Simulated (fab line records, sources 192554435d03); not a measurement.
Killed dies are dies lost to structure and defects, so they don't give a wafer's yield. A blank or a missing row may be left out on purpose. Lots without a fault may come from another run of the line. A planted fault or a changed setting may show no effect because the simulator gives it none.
Split-lot experiment | flow n5_finfet | 7 lots, 21 wafers read, on a route of 1938 steps

THE SPLIT
At N5_BEOL_M2_ETCH_70 (etches SOC in N2/H2, target depth 80 nm, overetch 24 nm, time 130 s), the setting bias_w was moved away from the recipe's 150 W on 4 of the 21 wafers read, by -17.3% to -11.9%. The other wafers ran this setting at the recipe's value.

The reading is taken at the split's own step.

THE READING
rf_vpp_V, in V, at N5_BEOL_M2_ETCH_70 (etches SOC in N2/H2, target depth 80 nm, overetch 24 nm, time 130 s). Fault-free wafers of this fab line usually give 524.9 V, standard deviation 2.7 V.

wafer  | tool, chamber at the split | bias_w as run, W | against the recipe | rf_vpp_V, V | against lot-mates on the recipe
L075.1 | rie_diel-06, 0             | 150              | recipe             | 527.6       | -
L075.3 | rie_diel-06, 3             | 150              | recipe             | 526.6       | -
L075.6 | rie_diel-06, 2             | 150              | recipe             | 524.3       | -
L080.2 | rie_diel-06, 3             | 150              | recipe             | 527.4       | -
L080.3 | rie_diel-06, 1             | 150              | recipe             | 521.2       | -
L080.5 | rie_diel-06, 0             | 150              | recipe             | 527.8       | -
L085.3 | rie_diel-06, 2             | 150              | recipe             | 522.7       | -
L085.5 | rie_diel-06, 3             | 150              | recipe             | 526.3       | -
L085.6 | rie_diel-06, 2             | 150              | recipe             | 523.6       | -
L084.1 | rie_diel-06, 0             | 132.1            | -11.9%             | 487.2       | -35.1
L084.5 | rie_diel-06, 2             | 150              | recipe             | 522.3       | -
L084.6 | rie_diel-06, 3             | 132.1            | -11.9%             | 487.2       | -35.1
L089.2 | rie_diel-05, 1             | 150              | recipe             | 526.1       | -
L089.5 | rie_diel-05, 0             | 150              | recipe             | 519.4       | -
L089.6 | rie_diel-05, 1             | 150              | recipe             | 525.7       | -
L094.1 | rie_diel-04, 0             | 131.6            | -12.3%             | 482.1       | -42.7
L094.2 | rie_diel-04, 2             | 150              | recipe             | 523.7       | -
L094.4 | rie_diel-04, 2             | 150              | recipe             | 525.9       | -
L096.1 | rie_diel-06, 1             | 124.1            | -17.3%             | 460.8       | -59.3
L096.3 | rie_diel-06, 2             | 150              | recipe             | 521.2       | -
L096.6 | rie_diel-06, 1             | 150              | recipe             | 519.0       | -

THE FIT
A straight line over all 21 wafers: rf_vpp_V changes by +3.41 V for each +1% of bias_w; r = +0.99; the points scatter about the line by 3 V.
The same after taking each lot's own level away (the mean of its wafers on the recipe; 21 wafers): +3.26 V for each +1%; r = +0.99; scatter 2.5 V.
On that fit, the largest move of bias_w shifts the reading by 56 V.
The lots' own levels span 520.10 to 526.17 V, that is 2.2 times the standard deviation above.
So the lot-to-lot level changes the slope little: the two slopes agree.
Check: with one of the wafers moved furthest among these (-17.3%) left out of the fit, the line predicts -54 V for it against its lot-mates. It came out at -59.3 V against them.
Tool readings at the split's step, against how far the setting was moved: rf_vpp_V r = +0.99.

OTHER SPLITS ON THESE WAFERS
These wafers also went through other splits before the reading. Each is held against what the fit with the lots' levels taken away leaves over:
other split on the same wafers            | wafers away from the commonest value | r with rf_vpp_V (lot level and that fit taken away)
N5_BEOL_M0_CUTY_DESCUM_61 time_s          | 6                                    | +0.03
N5_BEOL_M0_TRENCH_ETCH_107 target_depth_a | 7                                    | +0.12
N5_BEOL_M1_VIA_ETCH_34 bias_w             | 10                                   | -0.13
N5_BEOL_M1_TRENCH_ETCH_37 bias_w          | 6                                    | -0.17

THE WHOLE CHAIN: every reading that the file lists as answering this split, in the file's order
step               | what it does                                                        | reading                                                                          | change (the file's fit)                | r (the file's)
N5_BEOL_M2_ETCH_70 | etches SOC in N2/H2, target depth 80 nm, overetch 24 nm, time 130 s | rf_vpp_V                                                                         | +3.33 V for each +1% of the setting    | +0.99
N5_BEOL_M2_ETCH_70 | etches SOC in N2/H2, target depth 80 nm, overetch 24 nm, time 130 s | SiARC_of_BEOL_M2_COAT_68.thk_nm (the simulator's own value, which no gauge read) | -0.0869 nm for each +1% of the setting | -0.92

THE FILE'S OWN FIT
rf_vpp_V changes by +3.33 V for each +1% of bias_w, r = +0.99.
